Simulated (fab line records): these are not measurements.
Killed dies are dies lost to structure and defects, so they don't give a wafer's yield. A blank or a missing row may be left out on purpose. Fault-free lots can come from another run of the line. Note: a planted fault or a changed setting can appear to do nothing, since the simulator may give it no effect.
A lot that was struck, set against a sound lot | flow nandHarc | 42 steps out of a route of 1302
Sound: the wafers L676.3, L676.4, L676.6. Struck: wafer L693.3 (left out: L693.4, L693.6 of the same lot, which were not struck); the cause appears at the end.
At each step with rows: each side's tool, then ch and its chambers, then its first start. Under that, the readings that differ: sound wafers | struck wafers | difference of the means | sigmas: that difference in standard deviations of wafers without a fault.
alike: a reading whose means differ by less than 2 such deviations, as well as words and numbers matching on both sides. not compared: withheld readings; readings where some wafer has no value; bounds like >300 that might hide an equal value; numbers whose values overlap and for which the record gives no deviation.
A row with sigmas, a row that says differs or no value, or rows on one side alone: a step with any of these is where the two part. When numbers do not overlap yet have no deviation, they are printed without sigmas and do not part them. A reading missing from all wafers of one side parts the sides only when that side holds two or more wafers.

NHARC_A_CONTACT_ETCH_51: etches the open film in O2/COS, target depth 7000 nm, time 1820 s.
  sound: rieDiel-06 ch 1,2,3; struck: rieDiel-02 ch 0
reading              | sound                | struck | difference | sigmas
throttleValvePct (%) | 28.333 28.327 28.339 | 28.316 | -0.017     | -2
  alike: drypumpMotorCurrentA, oesProductAu, rfVppV, showerheadPlenumPTorr
  not compared: rfHoursCounterH
then, 9 steps without rows for these wafers: NHARC_A_CONTACT_ETCH_111 (etches the open film in C4F8/O2/Ar, time 140 s, target depth 700 nm); NHARC_A_CONTACT_ETCH_112 (etches the open film in C4F8/O2/Ar, time 190 s, target depth 1850 nm); NHARC_A_CONTACT_ETCH_113 (etches the open film in C4F8/O2/Ar, time 190 s, target depth 1850 nm); NHARC_A_CONTACT_ETCH_114 (etches the open film in C4F8/O2/Ar, time 190 s, target depth 1850 nm); NHARC_A_CONTACT_ETCH_115 (etches the open film in C4F8/O2/Ar, time 190 s, target depth 1850 nm); NHARC_A_CONTACT_ETCH_116 (etches the open film in C4F8/O2/Ar, time 190 s, target depth 1850 nm); NHARC_A_CONTACT_ETCH_117 (etches the open film in C4F8/O2/Ar, time 190 s, target depth 1850 nm); NHARC_A_CONTACT_ETCH_118 (etches the open film in C4F8/O2/Ar, time 190 s, target depth 1850 nm); NHARC_A_CONTACT_ETCH_119 (etches the open film in C4F8/O2/Ar, time 190 s, target depth 1850 nm).
NHARC_A_CONTACT_ETCH_120: etches the open film in C4F8/O2/Ar, time 190 s, target depth 1850 nm.
  sound on harCapEtch-03 ch 0,1, day 23 13:40; struck on harCapEtch-01 ch 0, day 30 00:46
  not compared: rfHoursCounterH
NHARC_A_CONTACT_ETCH_121: etches the open film in C4F8/O2/Ar, time 190 s, target depth 1850 nm.
  sound on harCapEtch-03 ch 0,1, day 23 13:50; struck on harCapEtch-01 ch 0, day 30 00:56
  not compared: rfHoursCounterH
NHARC_A_CONTACT_ETCH_122: etches the open film in C4F8/O2/Ar, time 190 s, target depth 1850 nm.
  sound on harCapEtch-03 ch 0,1, day 23 14:01; struck on harCapEtch-01 ch 0, day 30 01:07
  not compared: rfHoursCounterH
then, 3 steps without rows for these wafers: NHARC_A_CONTACT_ETCH_123 (etches the open film in C4F8/O2/Ar, time 490 s, target depth 2110 nm); NHARC_A_CONTACT_ETCH_90 (etches the open film in CH3F/O2, target depth 40 nm, time 85.7 s); NHARC_A_CONTACT_ETCH_96 (etches the open film in C4F6/O2, target depth 20 nm, time 10 s).
NHARC_A_CONTACT_CD_MEAS_53:
  sound on cdSem-01 at day 23 15:20; struck on cdSem-03 at day 30 02:26
  alike: cdNm
then, 7 steps without rows for these wafers: NHARC_A_CONTACT_STRIP_99 (strips in N2/H2); NHARC_A_CONTACT_STRIP_100 (strips in CF4/CHF3); NHARC_A_CONTACT_STRIP_101 (strips in O2/COS); NHARC_A_CONTACT_ETCH_102 (etches the open film in CF4/O2, target depth 100 nm, overetch 10 nm, time 55 s); NHARC_A_CONTACT_STRIP_55 (strips in O2); NHARC_A_CONTACT_STRIP_56 (strips in post etch residue remover, time 600 s); NHARC_A_CONTACT_DEP_57 (deposits aC, target thk 5300 nm).
NHARC_A_CONTACT_DEP_58: deposits SiON, target thk 90 nm.
  sound on pecvd-04 ch 1,2, day 23 23:04; struck on pecvd-04 ch 1, day 30 07:30
  alike: heaterPowerW, showerheadVppV
then, 10 steps without rows for these wafers: NHARC_A_CONTACT_DEHYDRATE_59 (time 120 s); NHARC_A_CONTACT_HMDS_60 (time 30 s); NHARC_A_CONTACT_COAT_61 (time 75 s); NHARC_A_CONTACT_COAT_62 (time 65 s); NHARC_A_CONTACT_COAT_63 (resist thk 90 nm); NHARC_A_CONTACT_SOFTBAKE_64 (time 55 s); NHARC_A_CONTACT_EBR_65; NHARC_A_CONTACT_EXPOSE_66 (exposes mask A CC 2); NHARC_A_CONTACT_PEB_67 (peb time 65 s); NHARC_A_CONTACT_DEVELOP_68 (develop time 35 s).
NHARC_A_CONTACT_CD_MEAS_69: the cd target is 300 nm.
  sound on cdSem-01 ch 0, day 23 23:36; struck on cdSem-03 ch 0, day 30 08:12
  alike: cdNm
NHARC_A_CONTACT_OVL_MEAS_70:
  sound on overlay-01 at day 23 23:41; struck on overlay-01 at day 30 08:17
  alike: overlayXNm, overlayYNm
NHARC_A_CONTACT_DESCUM_74: chemistry O2, time 3 s.
  sound on rieDiel-06 ch 1,2, day 23 23:47; struck on rieDiel-01 ch 1, day 30 08:23
  alike: drypumpMotorCurrentA, oesProductAu, rfVppV, showerheadPlenumPTorr, throttleValvePct
  not compared: rfHoursCounterH
then, 3 steps without rows for these wafers: NHARC_A_CONTACT_ETCH_75 (etches the open film in CF4, target depth 39 nm, time 65 s); NHARC_A_CONTACT_ETCH_76 (etches the open film in N2/H2, target depth 260 nm, time 475.3 s); NHARC_A_CONTACT_ETCH_77 (etches the open film in CF4/CHF3, target depth 108.9 nm, time 54.5 s).
-- jump in the record: it breaks off in module A_CONTACT and resumes in module END (first step shown: number 1302 of the route), and 3 days separate the struck wafers' starts before and after --
NHARC_END_SORT_01:
  only the struck wafers appear in the record here, on prober-02 ch 0 at day 33 07:46; the sound ones have no rows

== WHERE THEY PART ==
Earliest at NHARC_A_CONTACT_ETCH_51; latest, in this record, at NHARC_END_SORT_01.

WHY: what had been put in by the simulator
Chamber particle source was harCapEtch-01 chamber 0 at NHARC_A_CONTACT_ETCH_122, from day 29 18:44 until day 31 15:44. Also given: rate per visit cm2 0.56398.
